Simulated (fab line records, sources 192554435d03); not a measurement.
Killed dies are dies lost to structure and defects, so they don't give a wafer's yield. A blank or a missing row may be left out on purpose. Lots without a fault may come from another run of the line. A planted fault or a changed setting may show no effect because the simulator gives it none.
Chamber matching | flow n5_finfet | N5_BEOL_M1_DESCUM_16 on rie_diel-02: 4 sister chambers
The step chemistry O2, time 7 s. 16 wafers are shown with their chamber, then 8 later ones without.

WAFERS WITH THEIR CHAMBER
wafer  | chamber | showerhead_plenum_p_Torr (Torr) | oes_product_au (a.u.) | drypump_motor_current_A (A)
L078.1 | 0       | 2.08                            | 0.74                  | 6.0
L078.2 | 2       | 2.09                            | 0.68                  | 5.6
L078.6 | 1       | 2.17                            | 0.73                  | 5.9
L076.1 | 0       | 2.08                            | 0.73                  | 6.0
L076.2 | 2       | 2.09                            | 0.69                  | 5.7
L076.6 | 1       | 2.17                            | 0.73                  | 5.9
L083.1 | 0       | 2.08                            | 0.73                  | 6.0
L083.2 | 2       | 2.09                            | 0.68                  | 5.6
L083.3 | 3       | 2.23                            | 0.89                  | 5.4
L085.1 | 0       | 2.08                            | 0.73                  | 6.0
L085.2 | 3       | 2.23                            | 0.88                  | 5.4
L085.6 | 3       | 2.23                            | 0.89                  | 5.4
L086.4 | 1       | 2.16                            | 0.71                  | 5.8
L086.5 | 3       | 2.23                            | 0.88                  | 5.4
L086.6 | 0       | 2.08                            | 0.73                  | 6.0
L088.2 | 1       | 2.16                            | 0.71                  | 5.8

SIGNATURES (means of the wafers above)
reading                  | chamber 0 | chamber 1 | chamber 2 | chamber 3 | scatter within a chamber
showerhead_plenum_p_Torr | 2.0800    | 2.1650    | 2.0900    | 2.2300    | 0.00289
oes_product_au           | 0.7320    | 0.7200    | 0.6833    | 0.8850    | 0.00734
drypump_motor_current_A  | 6.000     | 5.850     | 5.633     | 5.400     | 0.0373
Rule: a wafer's distance from a chamber is the root of the sum, over the readings, of the square of ((its reading less the chamber's mean) divided by the reading's scatter). The wafer belongs to the nearest chamber; if the next one is less than 2 further off, it can't be placed. The scatter: the root of (the sum of the squares of (reading less its chamber's mean) over the shown wafers, divided by (wafers less chambers)).

WAFERS WITHOUT THEIR CHAMBER
wafer  | showerhead_plenum_p_Torr (Torr) | oes_product_au (a.u.) | drypump_motor_current_A (A)
L088.3 | 2.08                            | 0.73                  | 6.0
L088.6 | 2.23                            | 0.87                  | 5.3
L089.3 | 2.16                            | 0.69                  | 5.8
L089.4 | 2.23                            | 0.86                  | 5.4
L089.6 | 2.08                            | 0.72                  | 6.1
L091.1 | 2.09                            | 1.00                  | 5.7
L091.3 | 2.08                            | 0.73                  | 6.0
L091.4 | 2.16                            | 0.71                  | 5.9

WHICH CHAMBER EACH WENT THROUGH
wafer  | from the rows above | in truth
L088.3 | 0                   | 0
L088.6 | 3                   | 3
L089.3 | 1                   | 1
L089.4 | 3                   | 3
L089.6 | 0                   | 0
L091.1 | 0                   | 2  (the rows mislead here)
L091.3 | 0                   | 0
L091.4 | 1                   | 1
Placed correctly: 7 of 8. Can't be placed from these rows: 0. Placed wrongly: 1.
